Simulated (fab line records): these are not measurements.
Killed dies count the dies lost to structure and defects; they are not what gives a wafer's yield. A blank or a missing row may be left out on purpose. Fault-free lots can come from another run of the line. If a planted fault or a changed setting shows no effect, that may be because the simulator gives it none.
Which tool is to blame?	flow n5 finfet	Sampling: 21 lots, 63 wafers, 6 of 1938 route steps

WHAT EACH GAUGE READ, for each wafer
The record holds no reading of a measuring or inspecting step that can be judged against a usual standard deviation.

TOOL THAT RAN EACH LOT (tool first, then ch and the chambers of the sampled wafers, then the start)
lot	N5_PMOS_HMC_CHANNEL_EPI_HM_DEP_34	N5_PMOS_HMC_CHANNEL_EPI_ETCH_38	N5_FIN_SAQP_SPACER1_ETCHBACK_25	N5_FIN_CUT_ETCH_21	N5_FIN_CUT_STRIP_24	N5_FIN_CUT_CUT_ETCH_28
L075	pecvd-01 ch 1,2, day 1 22:53	rie si-06 ch 0,1,3, day 2 02:44	rie diel-02 ch 0,3, day 2 08:56	rie diel-04 ch 0,3, day 2 12:05	rie diel-04 ch 0,3, day 2 12:25	rie si-06 ch 1,2,3, day 2 12:46
L076	pecvd-03 ch 0,1,2, day 2 04:58	rie si-06 ch 1,2,3, day 2 05:55	rie diel-05 ch 0,1,3, day 2 12:02	rie diel-03 ch 0,2, day 2 14:55	rie diel-03 ch 0,2, day 2 15:15	rie si-04 ch 0,2,3, day 2 15:31
L077	pecvd-03 ch 1,2, day 2 11:02	rie si-02 ch 0,2,3, day 2 12:17	rie diel-06 ch 2,3, day 2 18:16	rie diel-03 ch 0,1,3, day 2 21:41	rie diel-03 ch 0,1,3, day 2 22:00	rie si-04 ch 1,2,3, day 2 22:16
L078	pecvd-02 ch 0,1, day 2 16:37	rie si-04 ch 1,2, day 2 17:25	rie diel-06 ch 2,3, day 2 23:14	rie diel-01 ch 2,3, day 3 02:33	rie diel-01 ch 2,3, day 3 02:52	rie si-06 ch 0,1, day 3 03:08
L080	pecvd-02 ch 0,2, day 3 04:42	rie si-06 ch 0,3, day 3 05:31	rie diel-05 ch 0,2,3, day 3 12:58	rie diel-01 ch 0,2, day 3 16:17	rie diel-01 ch 0,2, day 3 16:37	rie si-06 ch 0,1,3, day 3 16:53
L081	pecvd-02 ch 1,2, day 3 10:58	rie si-04 ch 0,3, day 3 11:53	rie diel-06 ch 0,2,3, day 3 17:55	rie diel-01 ch 0,2,3, day 3 20:46	rie diel-01 ch 0,2,3, day 3 21:05	rie si-04 ch 0,1, day 3 21:21
L082	pecvd-03 ch 0,1, day 3 16:54	rie si-02 ch 0,1,2, day 3 17:42	rie diel-05 ch 0,2,3, day 3 23:37	rie diel-03 ch 0,1, day 4 02:46	rie diel-03 ch 0,1, day 4 03:06	rie si-04 ch 0,1,2, day 4 03:22
L083	pecvd-01 ch 0,1,2, day 3 22:46	rie si-02 ch 1,2,3, day 3 23:42	rie diel-06 ch 0,1, day 4 05:31	rie diel-04 ch 0,1, day 4 08:26	rie diel-04 ch 0,1, day 4 08:46	rie si-06 ch 0,1,2, day 4 09:02
L084	pecvd-01 ch 1,2, day 4 04:35	rie si-04 ch 0,1,3, day 4 05:31	rie diel-02 ch 0,1, day 4 11:45	rie diel-04 ch 2,3, day 4 14:37	rie diel-04 ch 2,3, day 4 14:56	rie si-06 ch 0,2,3, day 4 15:13
L085	pecvd-02 ch 0,1, day 4 11:23	rie si-06 ch 1,2, day 4 12:34	rie diel-06 ch 0,1,2, day 4 20:53	rie diel-04 ch 0,1,3, day 5 01:32	rie diel-04 ch 0,1,3, day 5 01:52	rie si-02 ch 1,2,3, day 5 02:08
L086	pecvd-03 ch 0,1,2, day 4 18:18	rie si-02 ch 0,1,3, day 4 19:14	rie diel-05 ch 0,2,3, day 5 00:58	rie diel-03 ch 0,1,2, day 5 04:20	rie diel-03 ch 0,1,2, day 5 04:39	rie si-04 ch 0,1,3, day 5 04:55
L087	pecvd-02 ch 1,2, day 4 22:34	rie si-04 ch 1,2,3, day 4 23:23	rie diel-06 ch 0,2,3, day 5 05:25	rie diel-01 ch 1,3, day 5 08:20	rie diel-01 ch 1,3, day 5 08:40	rie si-06 ch 0,1,3, day 5 10:23
L088	pecvd-03 ch 0,1, day 5 04:57	rie si-02 ch 0,2,3, day 5 05:45	rie diel-05 ch 0,2, day 5 13:39	rie diel-04 ch 0,2,3, day 5 17:02	rie diel-04 ch 0,2,3, day 5 17:22	rie si-02 ch 1,2, day 5 17:38
L089	pecvd-01 ch 1,2, day 5 10:34	rie si-04 ch 0,1,3, day 5 11:29	rie diel-02 ch 0,1,2, day 5 17:26	rie diel-04 ch 0,2,3, day 5 20:43	rie diel-04 ch 0,2,3, day 5 21:03	rie si-04 ch 0,2,3, day 5 21:20
L091	pecvd-01 ch 0,1,2, day 5 23:06	rie si-04 ch 0,1,2, day 6 00:02	rie diel-02 ch 0,2,3, day 6 06:34	rie diel-01 ch 0,1,2, day 6 09:30	rie diel-01 ch 0,1,2, day 6 09:50	rie si-02 ch 0,1,3, day 6 10:05
L092	pecvd-03 ch 0, day 6 05:13	rie si-04 ch 0,1, day 6 06:10	rie diel-02 ch 2,3, day 6 12:10	rie diel-03 ch 0,1,3, day 6 15:08	rie diel-03 ch 0,1,3, day 6 15:27	rie si-04 ch 0,2, day 6 15:43
L093	pecvd-01 ch 0,1,2, day 6 11:08	rie si-04 ch 0,1,2, day 6 11:56	rie diel-05 ch 0,2,3, day 6 17:40	rie diel-04 ch 1,3, day 6 20:31	rie diel-04 ch 1,3, day 6 20:50	rie si-06 ch 1,3, day 6 21:07
L094	pecvd-03 ch 0,1, day 6 16:59	rie si-04 ch 0,1, day 6 17:55	rie diel-02 ch 1,2,3, day 7 01:34	rie diel-04 ch 0,1, day 7 04:48	rie diel-04 ch 0,1, day 7 05:07	rie si-06 ch 0,3, day 7 05:23
L095	pecvd-02 ch 0,1, day 6 23:01	rie si-04 ch 1,2,3, day 6 23:58	rie diel-02 ch 1,3, day 7 06:31	rie diel-03 ch 0,3, day 7 09:43	rie diel-03 ch 0,3, day 7 10:02	rie si-04 ch 0,1,3, day 7 10:19
L096	pecvd-02 ch 0,2, day 7 05:06	rie si-02 ch 2,3, day 7 06:02	rie diel-05 ch 0,1, day 7 12:00	rie diel-01 ch 0,1,2, day 7 14:51	rie diel-01 ch 0,1,2, day 7 15:10	rie si-02 ch 0,2,3, day 7 15:26
L097	pecvd-01 ch 0,1,2, day 7 11:16	rie si-06 ch 0,1,2, day 7 12:26	rie diel-06 ch 0,1,2, day 7 18:39	rie diel-04 ch 1,2,3, day 7 22:31	rie diel-04 ch 1,2,3, day 7 22:50	rie si-04 ch 0,1,2, day 7 23:19
- N5_PMOS_HMC_CHANNEL_EPI_HM_DEP_34: deposits SiO2 from TEOS/O2, target thk 36 nm, time 6.9 s.
- N5_PMOS_HMC_CHANNEL_EPI_ETCH_38: etches SiO2 in CF4, target depth 1.5 nm.
- N5_FIN_SAQP_SPACER1_ETCHBACK_25: etches SiO2 in CHF3/O2, target depth 24.4 nm, time 12.2 s.
- N5_FIN_CUT_ETCH_21: etches SOC in N2/H2, target depth 219 nm, overetch 43.8 nm, time 523.5 s.
- N5_FIN_CUT_STRIP_24: strips in CF4.
- N5_FIN_CUT_CUT_ETCH_28: etches Si in HBr/Cl2/O2, target depth 6 nm, time 2.4 s.

AS READ BY THE TOOLS THEMSELVES (means over the sampled wafers that have a number; for cases with no such wafer, the mark the record gives instead)
N5_PMOS_HMC_CHANNEL_EPI_HM_DEP_34. Usual: heater power outer w 322 W, standard deviation 74; heater power w 572 W, standard deviation 90; showerhead plenum p Torr 8.35 Torr, standard deviation 0.032; throttle valve pct 19.0 %, standard deviation 1.1.
lot	tool	heater power outer w (W)	heater power w (W)	showerhead plenum p Torr (Torr)	throttle valve pct (%)	flag
L075	pecvd-01	266	534	8.34	20.0	
L076	pecvd-03	389	655	8.36	18.4	
L077	pecvd-03	377	644	8.33	18.1	
L078	pecvd-02	267	471	8.33	18.4	
L080	pecvd-02	388	618	8.37	18.6	
L081	pecvd-02	279	495	8.34	17.9	
L082	pecvd-03	410	662	8.40	18.8	
L083	pecvd-01	304	579	8.35	20.2	
L084	pecvd-01	280	546	8.34	20.2	
L085	pecvd-02	333	548	8.34	18.6	
L086	pecvd-03	349	611	8.36	18.7	
L087	pecvd-02	261	475	8.35	17.9	
L088	pecvd-03	376	633	8.37	19.0	
L089	pecvd-01	202	437	8.34	20.2	
L091	pecvd-01	283	541	8.35	20.2	
L092	pecvd-03	408	690	8.35	18.9	
L093	pecvd-01	273	538	8.34	20.2	
L094	pecvd-03	370	625	8.36	18.8	
L095	pecvd-02	279	479	8.33	18.4	
L096	pecvd-02	404	633	8.34	18.5	
L097	pecvd-01	297	567	8.34	20.2	

N5_PMOS_HMC_CHANNEL_EPI_ETCH_38. Usual: drypump motor current A 5.6 A, standard deviation 0.38; oes product au 0.994 a.u., standard deviation 0.015; throttle valve pct 21.82 %, standard deviation 0.25.
lot	tool	drypump motor current A (A)	oes product au (a.u.)	throttle valve pct (%)	flag
L075	rie si-06	5.7	0.997	21.79	
L076	rie si-06	5.5	1.007	21.84	
L077	rie si-02	5.9	1.005	21.61	
L078	rie si-04	5.1	0.978	21.80	
L080	rie si-06	5.6	0.998	21.93	
L081	rie si-04	5.7	0.981	22.10	
L082	rie si-02	5.8	0.997	21.72	
L083	rie si-02	5.6	1.004	21.62	
L084	rie si-04	5.4	0.981	21.93	
L085	rie si-06	5.6	1.016	21.69	
L086	rie si-02	5.9	1.006	21.51	
L087	rie si-04	5.3	0.992	21.83	
L088	rie si-02	5.9	1.000	21.61	
L089	rie si-04	5.4	0.986	21.93	
L091	rie si-04	5.3	0.986	21.96	
L092	rie si-04	5.2	0.977	21.89	
L093	rie si-04	5.4	0.978	21.97	
L094	rie si-04	5.2	0.978	21.91	
L095	rie si-04	5.3	0.985	21.85	
L096	rie si-02	5.8	1.002	21.50	
L097	rie si-06	5.7	1.016	21.80	

N5_FIN_SAQP_SPACER1_ETCHBACK_25. Usual: drypump motor current A 5.8 A, standard deviation 0.37; oes product au 0.76 a.u., standard deviation 0.073; rf vpp V 524 V, standard deviation 4.8; showerhead plenum p Torr 2.38 Torr, standard deviation 0.06; throttle valve pct 19.01 %, standard deviation 0.21.
lot	tool	drypump motor current A (A)	oes product au (a.u.)	rf vpp V (V)	showerhead plenum p Torr (Torr)	throttle valve pct (%)	flag
L075	rie diel-02	6.0	0.75	520	2.31	19.10	
L076	rie diel-05	5.5	0.79	522	2.38	18.84	
L077	rie diel-06	6.1	0.76	524	2.36	18.88	
L078	rie diel-06	6.1	0.77	523	2.36	18.90	
L080	rie diel-05	5.9	0.79	521	2.41	18.93	
L081	rie diel-06	5.9	0.72	524	2.36	18.97	
L082	rie diel-05	5.9	0.79	520	2.41	18.92	
L083	rie diel-06	5.9	0.71	530	2.38	19.10	
L084	rie diel-02	5.6	0.73	520	2.31	18.94	
L085	rie diel-06	5.9	0.71	526	2.39	19.00	
L086	rie diel-05	5.8	0.77	520	2.41	18.95	
L087	rie diel-06	6.0	0.71	525	2.36	18.99	
L088	rie diel-05	6.0	0.75	521	2.43	19.05	
L089	rie diel-02	5.6	0.74	524	2.37	19.05	
L091	rie diel-02	6.1	0.73	524	2.37	19.25	
L092	rie diel-02	6.1	0.73	525	2.37	19.38	
L093	rie diel-05	5.9	0.76	520	2.40	18.98	
L094	rie diel-02	5.8	0.74	524	2.37	19.21	
L095	rie diel-02	5.7	0.73	520	2.31	19.24	
L096	rie diel-05	5.3	0.93	524	2.36	18.67	
L097	rie diel-06	5.9	0.89	526	2.38	18.75	

N5_FIN_CUT_ETCH_21. Usual: for drypump motor current A, 5.6 A with a standard deviation of 0.42; for h2 flow sccm, 200.1 sccm with a standard deviation of 0.59; for n2 flow sccm, 200.0 sccm with a standard deviation of 0.57; for oes product au, 0.73 a.u. with a standard deviation of 0.092; for rf vpp V, 240.9 V with a standard deviation of 1.4; for showerhead plenum p Torr, 2.55 Torr with a standard deviation of 0.097; for throttle valve pct, 17.81 % with a standard deviation of 0.2.
lot	tool	drypump motor current A (A)	h2 flow sccm (sccm)	n2 flow sccm (sccm)	oes product au (a.u.)	rf vpp V (V)	showerhead plenum p Torr (Torr)	throttle valve pct (%)	flag
L075	rie diel-04	6.0	200.4	200.2	0.66	241.4	2.56	17.88	
L076	rie diel-03	5.3	200.3	199.5	0.72	241.1	2.51	17.98	
L077	rie diel-03	5.3	199.9	199.6	0.81	239.5	2.51	17.82	
L078	rie diel-01	5.5	200.5	199.9	0.81	241.5	2.58	17.74	
L080	rie diel-01	5.4	201.0	200.2	0.72	242.2	2.58	17.93	
L081	rie diel-01	5.4	199.8	199.9	0.79	241.6	2.61	17.80	
L082	rie diel-03	5.5	200.6	199.6	0.73	240.3	2.48	17.84	
L083	rie diel-04	5.7	199.8	199.5	0.75	240.8	2.53	17.63	
L084	rie diel-04	6.3	199.7	200.0	0.67	239.7	2.49	17.87	
L085	rie diel-04	6.0	199.9	199.6	0.70	239.7	2.51	17.76	
L086	rie diel-03	5.5	200.1	200.2	0.76	241.9	2.57	17.86	
L087	rie diel-01	5.6	200.4	199.9	0.84	242.1	2.64	17.52	
L088	rie diel-04	6.0	199.6	199.6	0.66	240.9	2.55	17.92	
L089	rie diel-04	6.0	199.6	200.2	0.65	241.2	2.55	17.91	
L091	rie diel-01	5.5	200.9	199.7	0.76	242.0	2.64	17.71	
L092	rie diel-03	5.3	200.0	199.8	0.76	240.4	2.49	17.87	
L093	rie diel-04	6.0	200.2	200.1	0.74	239.8	2.46	17.63	
L094	rie diel-04	5.8	199.7	200.4	0.68	239.6	2.57	17.82	
L095	rie diel-03	4.9	200.1	200.3	0.75	239.6	2.46	17.96	
L096	rie diel-01	5.6	200.0	199.9	0.75	241.8	2.64	17.72	
L097	rie diel-04	6.0	200.2	199.9	0.69	239.9	2.50	17.78	

N5_FIN_CUT_STRIP_24. Usual: drypump motor current A 5.6 A, standard deviation 0.42; oes product au 0.79 a.u., standard deviation 0.098; rf vpp V 271.4 V, standard deviation 1.6; showerhead plenum p Torr 1.80 Torr, standard deviation 0.064; throttle valve pct 13.60 %, standard deviation 0.24.
lot	tool	drypump motor current A (A)	oes product au (a.u.)	rf vpp V (V)	showerhead plenum p Torr (Torr)	throttle valve pct (%)	flag
L075	rie diel-04	6.0	0.71	271.6	1.81	13.76	
L076	rie diel-03	5.3	0.77	270.2	1.77	13.77	
L077	rie diel-03	5.3	0.87	271.3	1.77	13.56	
L078	rie diel-01	5.4	0.87	271.2	1.81	13.48	
L080	rie diel-01	5.4	0.78	271.4	1.82	13.61	
L081	rie diel-01	5.4	0.85	271.7	1.84	13.49	
L082	rie diel-03	5.4	0.78	270.3	1.75	13.69	
L083	rie diel-04	5.7	0.80	270.6	1.79	13.43	
L084	rie diel-04	6.2	0.72	270.0	1.76	13.71	
L085	rie diel-04	6.0	0.76	270.1	1.78	13.58	
L086	rie diel-03	5.5	0.82	271.5	1.81	13.64	
L087	rie diel-01	5.6	0.90	272.9	1.86	13.28	
L088	rie diel-04	6.0	0.70	271.1	1.80	13.79	
L089	rie diel-04	6.0	0.70	271.8	1.80	13.79	
L091	rie diel-01	5.5	0.81	273.2	1.85	13.42	
L092	rie diel-03	5.3	0.82	270.5	1.76	13.62	
L093	rie diel-04	6.0	0.79	270.4	1.74	13.39	
L094	rie diel-04	5.8	0.73	271.8	1.82	13.67	
L095	rie diel-03	4.9	0.80	269.9	1.74	13.73	
L096	rie diel-01	5.5	0.81	273.2	1.85	13.43	
L097	rie diel-04	6.0	0.74	271.0	1.77	13.61	

N5_FIN_CUT_CUT_ETCH_28. Usual: drypump motor current A 5.6 A, standard deviation 0.33; oes product au 0.997 a.u., standard deviation 0.012; throttle valve pct 37.23 %, standard deviation 0.24.
lot	tool	drypump motor current A (A)	oes product au (a.u.)	throttle valve pct (%)	flag
L075	rie si-06	5.6	1.009	37.29	
L076	rie si-04	5.6	0.991	37.36	
L077	rie si-04	5.3	0.990	37.29	
L078	rie si-06	5.7	1.006	36.93	
L080	rie si-06	5.7	0.998	37.13	
L081	rie si-04	5.1	0.990	37.36	
L082	rie si-04	5.3	0.991	37.37	
L083	rie si-06	5.7	1.007	37.15	
L084	rie si-06	5.7	0.994	37.35	
L085	rie si-02	5.6	0.994	37.14	
L086	rie si-04	5.4	0.989	37.36	
L087	rie si-06	5.7	0.993	37.12	
L088	rie si-02	5.5	0.998	37.21	
L089	rie si-04	5.6	0.988	37.35	
L091	rie si-02	5.9	1.006	36.93	
L092	rie si-04	5.6	0.991	37.45	
L093	rie si-06	5.5	0.994	37.27	
L094	rie si-06	5.8	0.990	37.18	
L095	rie si-04	5.4	0.982	37.35	
L096	rie si-02	5.9	1.008	37.10	
L097	rie si-04	5.4	0.994	37.38	

THE ANSWER, worked out from the rows above alone
Rule: take the mean of a lot's wafers that have a number; if it is more than 3 standard deviations from the usual mean, the lot is off. A lot without any number at a reading at which 4 lots or more have one is off too. Any other lot the step has rows for is counted as sound. First the gauges in route order, then the tools' own readings, where a lot's mean is used as printed above. At the first step where some lot is off, the reading lying furthest off is the one used; lots without a number count as furthest.
Across all readings shown, no lot is off: no conclusion can be drawn from this.

WHAT THE SIMULATOR PUT IN
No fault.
